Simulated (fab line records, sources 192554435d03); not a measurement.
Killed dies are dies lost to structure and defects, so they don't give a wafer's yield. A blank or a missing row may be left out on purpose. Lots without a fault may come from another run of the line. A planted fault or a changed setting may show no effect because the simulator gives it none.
Chamber matching | flow n5_finfet | N5_BEOL_M6_DEP_56 on pecvd-03: 3 sister chambers
The step deposits SiCN from 3MS/NH3, target thk 10 nm, time 17.5 s. 6 wafers are shown with their chamber, then 9 later ones without.

WAFERS WITH THEIR CHAMBER
wafer  | chamber | showerhead_plenum_p_Torr (Torr) | throttle_valve_pct (%)
L488.1 | 2       | 3.665                           | 9.3
L488.2 | 0       | 3.676                           | 9.5
L488.4 | 1       | 3.668                           | 9.5
L497.2 | 2       | 3.648                           | 9.5
L497.4 | 0       | 3.678                           | 9.3
L497.6 | 1       | 3.669                           | 9.6

WAFERS WITHOUT THEIR CHAMBER
wafer  | showerhead_plenum_p_Torr (Torr) | throttle_valve_pct (%)
L496.1 | 3.659                           | 9.4
L496.2 | 3.657                           | 9.3
L496.3 | 3.679                           | 9.3
L491.3 | 3.671                           | 9.7
L491.4 | 3.665                           | 9.4
L491.5 | 3.664                           | 9.4
L502.1 | 3.679                           | 9.7
L502.3 | 3.659                           | 9.8
L502.6 | 3.653                           | 9.5

WHICH CHAMBER EACH WENT THROUGH
wafer  | from the rows above          | in truth
L496.1 | can't be placed: 2 or 1      | 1
L496.2 | can't be placed: 2 or 1      | 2
L496.3 | can't be placed: 0 or 1      | 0
L491.3 | can't be placed: 1 or 0 or 2 | 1
L491.4 | can't be placed: 2 or 1 or 0 | 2
L491.5 | can't be placed: 2 or 1 or 0 | 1
L502.1 | can't be placed: 1 or 0      | 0
L502.3 | can't be placed: 1 or 2 or 0 | 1
L502.6 | can't be placed: 2 or 1      | 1
Placed correctly: 0 of 9. Can't be placed from these rows: 9 (the true chamber is among the candidates in 9). Placed wrongly: 0.
How it was worked out, from the rows above alone: a wafer's distance from a chamber is the root of the sum, over the readings, of the square of ((its reading less the chamber's mean) divided by the reading's scatter). The wafer belongs to the nearest chamber; if the next one is less than 2 further off, it can't be placed. A chamber's mean is the mean of its shown wafers. The scatter: the root of (the sum of the squares of (reading less its chamber's mean) over the shown wafers, divided by (wafers less chambers)).
